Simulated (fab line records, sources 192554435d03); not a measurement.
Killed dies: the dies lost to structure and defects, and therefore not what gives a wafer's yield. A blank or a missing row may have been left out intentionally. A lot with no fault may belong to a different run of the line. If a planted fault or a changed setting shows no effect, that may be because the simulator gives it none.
fab line records	flow n5-finfet
record lots=9	wafers=26	last-day=19
route steps=1938 shown DUMMY_GATE@247 SPACER0@258 SD_EPI_N@281 BEOL_M4@1111 PASSIVATION@1936
lots that met no fault: taken from a fault-free run of the same line
start-h: start of the lot's first displayed wafer, in hours after the record's first day	wait-h: hours since the lot's step before	" unchanged from the row above	L1.1+2: a single row standing in for several wafers	- no value present, or no start provided	* or withheld: withheld	< > ~ a bound
route shown NAME@n: a module of which the file shows steps, and the number in the route of the first	usual: mean and standard deviation over wafers with no fault	same: alike in all rows	chamber/n: place in a boat	sites: the reading at each site	_std_site: the values' standard deviation	_edge_site: inner sites' mean taken away from outer sites' mean	radius-mm: for every site, how far away it sits from the centre of the wafer	mask NAME#n: copy n	behind: the last tool/chamber to shape the wafer	hold: cause of the lot's hold/its duration in hours/its outcome	device: transistor that didn't switch, given as n, p or np	end of line: tests run on the same wafers once the route is complete	step lacking rows: just its recipe	killed: dies lost to structure and defects at the first sort, not the wafer's yield	map: the dies of a wafer, with x for killed, . for not killed, _ for no die there
set.NAME: the setting as run; set.NAME@STEP: as run at that earlier step	model.NAME: the simulator's own value behind a step, which no gauge read
steps of the route over a sample of lots; a table a step, a row a wafer
services: the hour from which a tool's chamber was out of use, counted from the record's first day as start-h (under 0 if before that day), plus the number of hours and why
## steps
# step N5_DUMMY_GATE_ETCH_23
# recipe chemistry=HBr/Cl2/O2	HBr_flow_sccm=150	Cl2_flow_sccm=80	O2_flow_sccm=12	bias-w=102	target-depth-a=410	time-s=22.3	target=poly-Si	mask-material=SiO2	pressure-mtorr=10	icp-w=800
# usual chamber-pressure-mTorr=9.999/0.0091	drypump-motor-current-A=5.8/0.31	oes-product-au=1.000/0.016	throttle-valve-pct=37.3/0.33
lot.wafer	tool	chamber	start-h	wait-h	chamber-pressure-mTorr	drypump-motor-current-A	oes-product-au	rf-hours-counter-h	throttle-valve-pct
L485.2	rie-si-05	1	87.10	0.0	10.017	5.7	0.982	136	37.6
L485.3	"	0	"	"	9.983	6.0	1.027	6	37.1
L485.6	"	3	"	"	10.008	5.8	1.009	-	37.2
L487.2	rie-si-05	0	94.83	0.0	10.005	6.0	1.031	6	37.1
L487.4	"	3	"	"	9.997	5.8	1.008	87	37.2
L487.5	"	1	"	"	10.003	5.7	0.971	-	37.6
L490.1	rie-si-04	3	112.12	0.0	10.019	6.0	1.004	170	37.8
L490.2	"	2	"	"	10.001	5.2	1.005	190	37.2
L490.3	"	0	"	"	9.996	5.8	0.986	144	37.8
L491.4	rie-si-04	3	124.09	0.0	9.983	6.0	1.000	170	37.8
L491.5	"	3	"	"	10.005	6.0	1.010	-	37.8
L496.1	rie-si-04	0	149.17	0.0	10.006	5.8	0.992	144	37.9
L496.3	"	1	"	"	10.000	6.5	1.012	0	37.3
L496.6	"	1	"	"	9.999	6.5	1.008	-	37.3
L499.1	rie-si-05	2	169.76	0.0	10.004	5.7	1.011	146	37.5
L499.2	"	3	"	"	9.998	5.8	1.009	88	37.2
L499.3	"	1	"	"	10.004	5.7	0.978	138	37.6
L500.2	rie-si-03	0	174.36	0.0	10.001	5.8	0.973	89	36.9
L500.3	"	2	"	"	9.987	6.3	0.991	68	37.0
L500.6	"	1	"	"	10.010	5.9	0.997	-	37.4
L501.4	rie-si-05	0	185.51	0.0	9.996	6.0	1.030	7	37.1
L501.5	"	2	"	"	9.998	5.7	1.001	-	37.5
L501.6	"	3	"	"	9.983	5.7	1.003	-	37.2
L502.1	rie-si-05	3	189.95	0.0	9.993	5.8	1.008	89	37.2
L502.3	"	1	"	"	10.004	5.7	0.987	138	37.6
L502.6	"	3	"	"	10.015	5.8	1.007	-	37.2
# step N5_SPACER0_ALD_07
# recipe material=SiNx	target-thk-a=20	temp-c=400	ald-precursor-family=SiH2I2	ald-co-reactant=N2/H2-plasma	pressure-torr=2
# usual heater-power-w=878/61
lot.wafer	tool	chamber	start-h	wait-h	heater-power-w
L485.2	ald-sin-01	2	87.67	0.0	887
L485.3	"	1	"	"	915
L485.6	"	3	"	"	916
L487.2	ald-sin-01	3	95.39	0.0	940
L487.4	"	1	"	"	920
L487.5	"	2	"	"	913
L490.1	ald-sin-01	1	112.61	0.0	956
L490.2	"	3	"	"	948
L490.3	"	2	"	"	900
L491.4	ald-sin-01	0	125.13	0.6	911
L491.5	"	3	"	"	935
L496.1	ald-sin-04	1	149.97	0.4	962
L496.3	"	2	"	"	967
L496.6	"	0	"	"	844
L499.1	ald-sin-04	0	170.25	0.0	861
L499.2	"	1	"	"	916
L499.3	"	2	"	"	942
L500.2	ald-sin-04	3	174.85	0.0	864
L500.3	"	1	"	"	935
L500.6	"	2	"	"	997
L501.4	ald-sin-03	0	186.81	0.8	790
L501.5	"	2	"	"	883
L501.6	"	3	"	"	780
L502.1	ald-sin-03	1	190.48	0.1	824
L502.3	"	3	"	"	800
L502.6	"	2	"	"	888
# step N5_SPACER0_INSPECT_04
# recipe inspect-instrument=darkfield	mode=post-dep
# usual raw-defect-count=141/32
lot.wafer	tool	chamber	start-h	wait-h	raw-defect-count
L485.2	defect-inspect-02	-	88.23	0.1	158
L485.3	"	-	"	"	174
L485.6	"	-	"	"	212
L487.2	defect-inspect-02	-	95.96	0.1	180
L487.4	"	-	"	"	114
L487.5	"	-	"	"	119
L490.1	defect-inspect-02	-	113.18	0.1	211
L490.2	"	-	"	"	153
L490.3	"	-	"	"	137
L491.4	defect-inspect-01	-	125.70	0.1	104
L491.5	"	-	"	"	145
L496.1	defect-inspect-01	-	150.54	0.1	84
L496.3	"	-	"	"	174
L496.6	"	-	"	"	121
L499.1	defect-inspect-01	-	170.82	0.1	82
L499.2	"	-	"	"	142
L499.3	"	-	"	"	109
L500.2	defect-inspect-02	-	175.42	0.1	158
L500.3	"	-	"	"	172
L500.6	"	-	"	"	136
L501.4	defect-inspect-02	-	187.38	0.1	163
L501.5	"	-	"	"	147
L501.6	"	-	"	"	165
L502.1	defect-inspect-01	-	191.05	0.1	137
L502.3	"	-	"	"	122
L502.6	"	-	"	"	131
# step N5_SD_EPI_N_SD_RECESS_17
# recipe chemistry=HBr/Cl2/O2	target-depth-a=410	mask-material=SOC	time-s=23.7	bt-time-s=3	pressure-mtorr=10	icp-w=800	bias-w=112	HBr_flow_sccm=150	Cl2_flow_sccm=80	O2_flow_sccm=12
# usual chamber-pressure-mTorr=10.001/0.009	drypump-motor-current-A=5.6/0.52	oes-product-au=0.996/0.011	throttle-valve-pct=37.13/0.28
lot.wafer	tool	chamber	start-h	wait-h	chamber-pressure-mTorr	drypump-motor-current-A	oes-product-au	rf-hours-counter-h	throttle-valve-pct
L485.2	rie-si-06	1	89.41	0.0	9.984	5.0	0.988	124	36.65
L485.3	"	2	"	"	9.997	6.1	0.997	105	36.87
L485.6	"	0	"	"	9.994	4.9	0.997	-	37.62
L487.2	rie-si-06	0	97.05	0.0	10.015	4.9	1.166	0	37.54
L487.4	"	0	"	"	9.998	4.9	1.162	-	37.53
L487.5	"	0	"	"	9.991	4.9	0.986	-	37.62
L490.1	rie-si-06	1	114.23	0.0	10.006	5.0	0.984	125	36.65
L490.2	"	0	"	"	10.002	4.9	1.174	1	37.52
L490.3	"	2	"	"	9.995	6.1	1.002	105	36.86
L491.4	rie-si-06	1	126.87	0.0	9.999	5.0	1.150	125	36.59
L491.5	"	3	"	"	10.009	6.2	0.986	-	37.11
L496.1	rie-si-01	2	151.71	0.0	10.005	5.3	0.988	106	36.97
L496.3	"	1	"	"	9.995	5.7	1.000	20	36.98
L496.6	"	1	"	"	9.992	5.7	1.009	-	36.95
L499.1	rie-si-02	3	171.86	0.0	10.022	6.0	0.993	76	37.03
L499.2	"	0	"	"	9.995	5.7	1.001	100	37.35
L499.3	"	1	"	"	10.006	6.0	1.012	144	37.03
L500.2	rie-si-02	1	176.59	0.0	10.004	5.9	0.998	144	37.01
L500.3	"	2	"	"	10.010	5.5	0.980	2	37.53
L500.6	"	0	"	"	10.016	5.7	1.003	-	37.36
L501.4	rie-si-02	3	188.64	0.0	10.006	6.0	0.989	77	37.04
L501.5	"	3	"	"	10.005	6.0	0.995	-	37.04
L501.6	"	0	"	"	9.994	5.7	1.015	-	37.37
L502.1	rie-si-06	3	192.25	0.0	9.997	6.2	0.988	48	37.11
L502.3	"	1	"	"	9.993	5.0	0.992	126	36.66
L502.6	"	2	"	"	9.992	6.1	0.989	-	36.89
# step N5_BEOL_M4_RC_MEAS_101
# usual CJ_N=4.36/0.086	DIBL_N=36.2/1.2	DIBL_P=36.3/1.3	EOT_N=10.55/0.094	IGATE_N=0.0118/0.0015	IOFF_N=0.155/0.019	IOFF_N_85C=3.0/0.31	IOFF_N_LIN=0.073/0.0075	IOFF_N_LONG=5.54e-05/2.4e-06	IOFF_P=0.210/0.029	ION_N=677/8.6	ION_P=465/6.8	RC_DENSE_N=19.0/0.34	RC_N=15.50/0.26	REXT_N=75.3/1.6	RS_SD_N=28.4/0.37	SS_N=71.4/0.48	SS_P=73.2/0.53	VT_N=249.9/2.4	VT_N_LONG=275.0/2.1	VT_N_LVT=99.0/2.1	VT_P=-250/3.2
lot.wafer	tool	chamber	start-h	wait-h	CJ_N	DIBL_N[mV/V]	DIBL_P[mV/V]	EOT_N	IGATE_N[nA/um]	IOFF_N[nA/um]	IOFF_N_85C[nA/um]	IOFF_N_LIN[nA/um]	IOFF_N_LONG[nA/um]	IOFF_P[nA/um]	ION_N[uA/um]	ION_P[uA/um]	RC_DENSE_N[ohm.um]	RC_N[ohm.um]	REXT_N[ohm.um]	RS_SD_N[ohm/sq]	SS_N[mV/dec]	SS_P[mV/dec]	VT_N[mV]	VT_N_LONG[mV]	VT_N_LVT[mV]	VT_P[mV]
L485.2	prober-02	0	216.28	0.2	4.31	35.7	36.7	10.68	0.0104	0.176	3.3	0.081	5.62e-05	0.239	682	470	19.3	15.67	75.2	28.0	71.8	72.9	251.2	273.4	96.9	-250
L485.3	"	0	"	"	4.36	34.8	35.9	10.52	0.0119	0.147	2.9	0.071	5.53e-05	0.219	680	474	19.4	15.74	74.2	28.1	70.9	74.0	250.3	274.2	99.3	-252
L485.6	"	0	"	"	4.31	33.7	34.1	10.53	0.0129	0.128	2.6	0.064	5.77e-05	0.190	681	467	19.4	15.64	75.4	27.8	70.7	73.0	250.1	273.9	100.6	-250
L487.2	prober-02	0	233.38	0.2	-	-	35.1	-	-	-	-	-	-	0.235	-	473	-	-	-	-	-	73.3	-	-	-	-246
L487.4	"	0	"	"	-	-	35.5	-	-	-	-	-	-	0.245	-	477	-	-	-	-	-	73.4	-	-	-	-244
L487.5	"	0	"	"	4.24	35.5	35.5	10.54	0.0117	0.158	3.1	0.074	5.58e-05	0.257	671	474	19.6	15.91	77.0	28.6	71.6	73.4	248.7	275.1	97.9	-244
L490.1	prober-01	0	253.57	0.0	4.42	35.5	35.8	10.67	0.0099	0.165	3.1	0.077	5.77e-05	0.222	687	467	19.0	15.49	75.8	28.8	71.0	73.1	245.4	274.1	97.3	-249
L490.2	"	0	"	"	-	-	37.8	-	-	-	-	-	-	0.267	-	470	-	-	-	-	-	73.8	-	-	-	-248
L490.3	"	0	"	"	4.43	35.9	35.3	10.63	0.0091	0.152	2.9	0.071	5.79e-05	0.218	678	469	18.6	15.13	75.3	28.8	71.9	73.3	252.4	274.0	99.4	-250
L491.4	prober-01	0	261.68	0.5	-	-	36.1	-	-	-	-	-	-	0.197	-	462	-	-	-	-	-	73.6	-	-	-	-250
L491.5	"	0	"	"	4.41	34.9	34.8	10.55	0.0132	0.127	2.6	0.062	5.46e-05	0.173	664	461	18.5	15.02	72.4	28.2	71.5	72.1	252.5	276.2	101.4	-252
L496.1	prober-02	0	292.39	0.0	4.38	38.3	36.4	10.46	0.0134	0.164	3.3	0.077	5.36e-05	0.178	679	460	18.8	15.42	75.9	28.8	70.9	73.2	250.1	277.8	96.2	-255
L496.3	"	0	"	"	4.36	38.5	36.8	10.41	0.0147	0.166	3.3	0.076	5.27e-05	0.186	676	451	18.8	15.37	76.8	28.4	71.7	73.6	251.8	278.6	97.2	-254
L496.6	"	0	"	"	4.37	37.0	35.2	10.53	0.0130	0.143	2.9	0.069	5.33e-05	0.159	678	459	18.2	14.95	75.7	28.7	71.3	72.5	249.1	275.9	98.3	-256
L499.1	prober-02	0	303.74	0.0	4.47	34.4	35.3	10.62	0.0097	0.122	2.5	0.061	5.29e-05	0.160	668	457	18.9	15.51	72.9	28.2	70.6	72.8	253.7	275.8	102.7	-255
L499.2	"	0	"	"	4.45	35.5	36.5	10.56	0.0108	0.139	2.9	0.068	5.26e-05	0.180	681	462	19.1	15.42	73.1	28.0	71.3	73.1	249.6	276.3	101.6	-254
L499.3	"	0	"	"	4.48	35.8	36.0	10.58	0.0126	0.135	2.8	0.065	5.31e-05	0.172	664	452	18.6	15.47	72.4	28.1	71.3	72.6	249.5	275.9	102.4	-251
L500.2	prober-02	0	308.16	0.2	4.39	37.6	36.5	10.45	0.0125	0.155	3.1	0.071	5.46e-05	0.207	665	457	19.0	15.42	75.0	28.3	71.7	72.6	250.2	275.9	99.8	-250
L500.3	"	0	"	"	4.32	37.3	37.1	10.56	0.0130	0.156	3.1	0.073	5.42e-05	0.218	680	465	18.9	15.45	75.8	28.5	71.6	72.3	250.3	274.0	98.8	-249
L500.6	"	0	"	"	4.42	37.2	36.3	10.46	0.0117	0.147	3.0	0.069	5.54e-05	0.203	671	467	18.8	15.26	75.0	28.3	71.3	73.1	250.7	275.2	101.5	-249
L502.1	prober-02	0	322.78	0.0	4.57	35.4	33.4	10.45	0.0122	0.128	2.6	0.061	5.38e-05	0.159	657	451	19.0	15.45	75.2	27.8	70.9	72.4	252.2	276.2	102.0	-254
L502.3	"	0	"	"	4.48	36.9	35.5	10.48	0.0126	0.159	3.1	0.075	5.36e-05	0.188	673	459	19.2	15.57	76.1	28.3	71.7	72.8	250.4	276.5	98.0	-251
L502.6	"	0	"	"	4.53	37.4	36.0	10.59	0.0112	0.164	3.2	0.075	5.42e-05	0.199	674	458	19.4	15.62	75.6	27.7	71.9	73.6	249.7	273.8	97.4	-252
L501.4	prober-02	0	329.51	0.5	4.32	36.7	36.1	10.47	0.0138	0.170	3.4	0.081	5.84e-05	0.206	676	466	19.2	15.46	74.7	28.8	71.5	73.0	247.0	273.4	97.2	-251
L501.5	"	0	"	"	4.31	36.6	35.9	10.61	0.0118	0.166	3.3	0.078	5.82e-05	0.199	676	461	19.6	16.06	75.0	28.5	70.6	73.5	250.3	271.8	95.9	-252
L501.6	"	0	"	"	4.31	37.7	38.0	10.49	0.0132	0.184	3.6	0.086	5.66e-05	0.240	690	471	19.2	15.57	74.9	28.9	72.1	73.9	245.6	274.5	96.5	-249
# step N5_PASSIVATION_PROBE_49
# usual defect-limited-yield=91.2/1.4	killed_at_M0_to_M3=34/10	killed_at_M4_up=13/5.1	killed-at-contacts=12/6.5	killed-at-front-end=41/11	killed-at-other=4/3.3	killed-dies=104/16	killed-open=69/13	killed-short=33/7	sort_bin_4_leakage=0/0	sort_bin_5_function=5.1/0.91	sort_bin_6_memory=3.3/0.69	sort-n-pass=1076/16	sort-yield-pct=91.2/1.4
# same gross-dies=1180	killed-at-back-side=0	sort_bin_8_speed[%]=0
lot.wafer	tool	chamber	start-h	wait-h	defect-limited-yield[%]	killed_at_M0_to_M3	killed_at_M4_up	killed-at-contacts	killed-at-front-end	killed-at-other	killed-dies	killed-open	killed-short	sort_bin_4_leakage[%]	sort_bin_5_function[%]	sort_bin_6_memory[%]	sort-n-pass	sort-yield-pct[%]
L485.2	prober-01	-	319.90	0.1	89.6	45	19	19	35	5	123	94	28	0	6.5	3.6	1057	89.6
L485.6	prober-01	-	320.10	0.3	90.8	35	20	8	45	1	109	79	26	0	5.2	3.9	1071	90.8
L487.2	prober-02	-	343.53	0.8	90.3	29	7	23	55	1	115	79	34	90.25	5.7	3.9	0	0
L487.4	prober-02	-	343.63	0.9	91.8	18	21	22	36	0	97	72	25	91.78	5.1	3.1	0	0
L487.5	prober-02	-	343.68	1.0	90.5	37	6	13	56	0	112	74	37	0	5.5	3.7	1068	90.5
L490.1	prober-02	-	356.59	0.0	91.0	49	22	2	32	1	106	61	38	0	5.3	2.9	1074	91.0
L490.2	prober-02	-	356.64	0.1	90.8	50	18	8	29	3	108	65	42	90.85	5.6	3.3	0	0
L490.3	prober-02	-	356.69	0.1	92.6	30	17	6	32	2	87	57	27	0	4.1	3.0	1093	92.6
L491.4	prober-01	-	358.11	0.2	90.9	27	14	8	51	7	107	78	29	90.93	5.2	3.8	0	0
L491.5	prober-01	-	358.16	0.2	93.4	23	12	6	36	1	78	38	35	0	3.5	2.5	1102	93.4
L496.1	prober-02	-	388.21	0.0	91.0	24	14	15	52	1	106	77	29	0	5.3	3.4	1074	91.0
L496.3	prober-02	-	388.31	0.1	90.6	43	11	6	41	10	111	81	29	0	5.8	3.2	1069	90.6
L496.6	prober-02	-	388.46	0.3	89.6	41	19	16	41	6	123	84	31	0	6.0	3.4	1057	89.6
L502.1	prober-01	-	428.39	0.7	88.1	43	17	18	57	5	140	88	47	0	6.5	4.7	1040	88.1
L502.3	prober-01	-	428.49	0.8	92.5	23	10	7	43	6	89	61	26	0	4.2	3.2	1091	92.5
L502.6	prober-01	-	428.64	1.0	90.8	33	13	11	48	4	109	81	26	0	5.3	3.6	1071	90.8
# killed by level:class
L485.2 BEOL_M2:geometric-particle:open=19 MOL_CONTACT_COAG:geometric-particle:open=17 FIN_SAQP:geometric-particle:open=12 FIN_SAQP:geometric-particle:short=7 BEOL_M0_SAQP:geometric-particle:open=7 BEOL_M1:geometric-particle:open=7 BEOL_M4:geometric-particle:open=7 BEOL_M0_SAQP:geometric-particle:short=6
L485.6 FIN_SAQP:geometric-particle:open=21 BEOL_M3:geometric-particle:open=13 FIN_SAQP:geometric-particle:short=7 MOL_CONTACT_COAG:geometric-particle:open=7 BEOL_M2:geometric-particle:open=7 BEOL_M1:geometric-particle:open=6 BEOL_M0_SAQP:geometric-particle:open=4 STARTING-WAFER:geometric-particle:short=4
L487.2 MOL_CONTACT_COAG:geometric-particle:open=20 FIN_SAQP:geometric-particle:open=14 STI_FIN_REVEAL:geometric-particle:open=12 FIN_SAQP:geometric-particle:short=11 DUMMY_GATE:geometric-particle:open=6 BEOL_M2:geometric-particle:open=6 BEOL_M0_SAQP:geometric-particle:short=6 BEOL_M1:geometric-particle:open=6
L487.4 MOL_CONTACT_COAG:geometric-particle:open=18 STI_FIN_REVEAL:geometric-particle:open=11 FIN_SAQP:geometric-particle:open=8 BEOL_M5:geometric-particle:open=6 BEOL_M1:geometric-particle:open=5 FIN_SAQP:geometric-particle:short=4 MOL_CONTACT_COAG:geometric-particle:short=4 BEOL_M0_SAQP:geometric-particle:short=4
L487.5 STI_FIN_REVEAL:geometric-particle:open=16 FIN_SAQP:geometric-particle:open=11 MOL_CONTACT_COAG:geometric-particle:open=9 BEOL_M1:geometric-particle:open=7 BEOL_M0_SAQP:geometric-particle:open=7 BEOL_M0_SAQP:geometric-particle:short=7 ILD0:geometric-particle:short=5 BEOL_M2:geometric-particle:open=5
L490.1 BEOL_M3:geometric-particle:open=14 BEOL_M0_SAQP:geometric-particle:short=9 BEOL_M4:geometric-particle:open=7 HKMG_FIN:area-etch=7 BEOL_M1:geometric-particle:open=6 BEOL_M2:geometric-particle:open=6 FIN_SAQP:geometric-particle:short=5 BEOL_M0:geometric-particle:open=4
L490.2 BEOL_M4:geometric-particle:open=11 BEOL_M0_SAQP:geometric-particle:short=9 BEOL_M1:geometric-particle:short=9 BEOL_M2:geometric-particle:open=8 BEOL_M1:geometric-particle:open=7 BEOL_M3:geometric-particle:open=7 BEOL_M0_SAQP:geometric-particle:open=6 MOL_CONTACT_COAG:geometric-particle:open=5
L490.3 BEOL_M4:geometric-particle:open=10 BEOL_M2:geometric-particle:open=6 BEOL_M0_SAQP:geometric-particle:short=6 STI_FIN_REVEAL:geometric-particle:open=5 MOL_CONTACT_COAG:geometric-particle:open=5 BEOL_M3:geometric-particle:open=5 BEOL_M0_SAQP:geometric-particle:open=4 STARTING-WAFER:geometric-particle:short=4
L491.4 FIN_SAQP:geometric-particle:open=15 STI_FIN_REVEAL:geometric-particle:open=10 MOL_CONTACT_COAG:geometric-particle:open=6 BEOL_M0_SAQP:geometric-particle:open=6 BEOL_M0_SAQP:geometric-particle:short=6 FIN_SAQP:geometric-particle:short=5 BEOL_M1:geometric-particle:open=5 BEOL_M4:geometric-particle:open=5
L491.5 STI_FIN_REVEAL:geometric-particle:open=11 BEOL_M0_SAQP:geometric-particle:short=8 MOL_CONTACT_COAG:geometric-particle:short=4 BEOL_M3:geometric-particle:open=4 STARTING-WAFER:geometric-particle:short=4 BEOL_M5:geometric-particle:short=4 FIN_SAQP:geometric-particle:open=3 STI_FIN_REVEAL:geometric-particle:short=3
L496.1 STI_FIN_REVEAL:geometric-particle:open=31 MOL_CONTACT_COAG:geometric-particle:open=11 BEOL_M4:geometric-particle:open=8 BEOL_M0_SAQP:geometric-particle:short=7 BEOL_M2:geometric-particle:open=7 FIN_SAQP:geometric-particle:short=6 MOL_CONTACT_COAG:geometric-particle:short=4 DUMMY_GATE:geometric-particle:open=3
L496.3 STI_FIN_REVEAL:geometric-particle:open=16 DUMMY_GATE:geometric-particle:open=9 BEOL_M2:geometric-particle:open=9 BEOL_M0_SAQP:geometric-particle:short=7 BEOL_M1:geometric-particle:open=7 BEOL_M4:geometric-particle:open=7 MOL_CONTACT_COAG:geometric-particle:open=6 BEOL_M3:geometric-particle:open=5
L496.6 BEOL_M0_SAQP:geometric-particle:open=18 MOL_CONTACT_COAG:geometric-particle:open=14 STI_FIN_REVEAL:geometric-particle:open=11 BEOL_M0_SAQP:geometric-particle:short=11 BEOL_M4:geometric-particle:open=8 HKMG_FIN:area-etch=8 DUMMY_GATE:geometric-particle:open=6 GATE_CUT:geometric-particle:short=4
L502.1 FIN_SAQP:geometric-particle:short=16 MOL_CONTACT_COAG:geometric-particle:open=14 BEOL_M2:geometric-particle:open=14 FIN_SAQP:geometric-particle:open=10 STI_FIN_REVEAL:geometric-particle:open=8 GATE_CUT:geometric-particle:open=6 BEOL_M4:geometric-particle:open=6 BEOL_M0_SAQP:geometric-particle:open=5
L502.3 STI_FIN_REVEAL:geometric-particle:open=13 FIN_SAQP:geometric-particle:open=9 FIN_SAQP:geometric-particle:short=8 BEOL_M1:geometric-particle:open=8 MOL_CONTACT_COAG:geometric-particle:open=7 GATE_CUT:geometric-particle:short=6 BEOL_M3:geometric-particle:open=4 PASS1_CAP:geometric-particle:open=3
L502.6 FIN_SAQP:geometric-particle:open=11 MOL_CONTACT_COAG:geometric-particle:open=10 GATE_CUT:geometric-particle:open=8 BEOL_M0:geometric-particle:open=8 BEOL_M1:geometric-particle:open=8 DUMMY_GATE:geometric-particle:open=7 GATE_CUT:geometric-particle:short=7 BEOL_M4:geometric-particle:open=5
## services
tool	chamber	start-h	hours	kind
rie-si-02	2	75.73	-	clean
rie-si-02	2	75.73	13.4	scheduled-down
rie-si-02	2	75.73	13.4	vent-cycle
ald-sin-04	1	77.96	9.3	repair
rie-si-06	1	90.62	10.5	repair
rie-si-06	-	90.73	0.3	repair
ald-sin-01	-	93.32	1.1	repair
rie-si-06	3	95.15	22.9	repair
ald-sin-03	-	100.64	0.4	repair
ald-sin-04	-	101.83	6.0	pm
rie-si-06	0	105.77	2.3	repair
rie-si-03	-	106.36	0.2	repair
rie-si-05	-	108.66	0.3	repair
rie-si-05	3	108.97	2.1	repair
rie-si-05	-	111.27	14.6	pm
ald-sin-04	3	112.23	5.1	repair
rie-si-06	0	129.46	5.0	repair
rie-si-04	0	143.64	3.5	repair
ald-sin-04	-	154.79	14.6	pm
rie-si-02	-	161.79	2.8	pm
rie-si-04	0	164.24	2.1	repair
ald-sin-04	-	176.75	14.0	pm
ald-sin-04	0	176.75	14.0	vent-cycle
ald-sin-01	-	177.28	1.1	repair
## key
first-sign step=N5_SD_EPI_N_SD_RECESS_17	reading=oes-product-au	direction=up	sigmas=16	usual=0.996	struck=1.163
effect step=N5_BEOL_M4_RC_MEAS_101	reading=CJ_N	direction=missing
effect step=N5_BEOL_M4_RC_MEAS_101	reading=DIBL_N	direction=missing
effect step=N5_BEOL_M4_RC_MEAS_101	reading=EOT_N	direction=missing
effect step=N5_BEOL_M4_RC_MEAS_101	reading=IGATE_N	direction=missing
effect step=N5_BEOL_M4_RC_MEAS_101	reading=IOFF_N	direction=missing
effect step=N5_BEOL_M4_RC_MEAS_101	reading=IOFF_N_85C	direction=missing
effect step=N5_BEOL_M4_RC_MEAS_101	reading=IOFF_N_LIN	direction=missing
effect step=N5_BEOL_M4_RC_MEAS_101	reading=IOFF_N_LONG	direction=missing
effect step=N5_BEOL_M4_RC_MEAS_101	reading=ION_N	direction=missing
effect step=N5_BEOL_M4_RC_MEAS_101	reading=RC_DENSE_N	direction=missing
effect step=N5_BEOL_M4_RC_MEAS_101	reading=RC_N	direction=missing
effect step=N5_BEOL_M4_RC_MEAS_101	reading=REXT_N	direction=missing
effect step=N5_PASSIVATION_PROBE_49	reading=sort_bin_4_leakage	direction=up	sigmas=99+	usual=0	struck=90.95
met-at N5_SD_EPI_N_SD_RECESS_17
struck-lots L487,L490,L491
struck-wafers L487.2,L487.4,L490.2,L491.4
not-acting-at N5_DUMMY_GATE_ETCH_23,N5_SPACER0_ALD_07,N5_SPACER0_INSPECT_04
onset-between 89.41 97.05
fault kind=process-parameter-drift	tool=rie-si-06	chamber=-	onset-h=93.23	steps=N5_SD_EPI_N_SD_RECESS_17	channel=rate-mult	offset=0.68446	shape=step	end-h=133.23	scope=struck-wafers-only
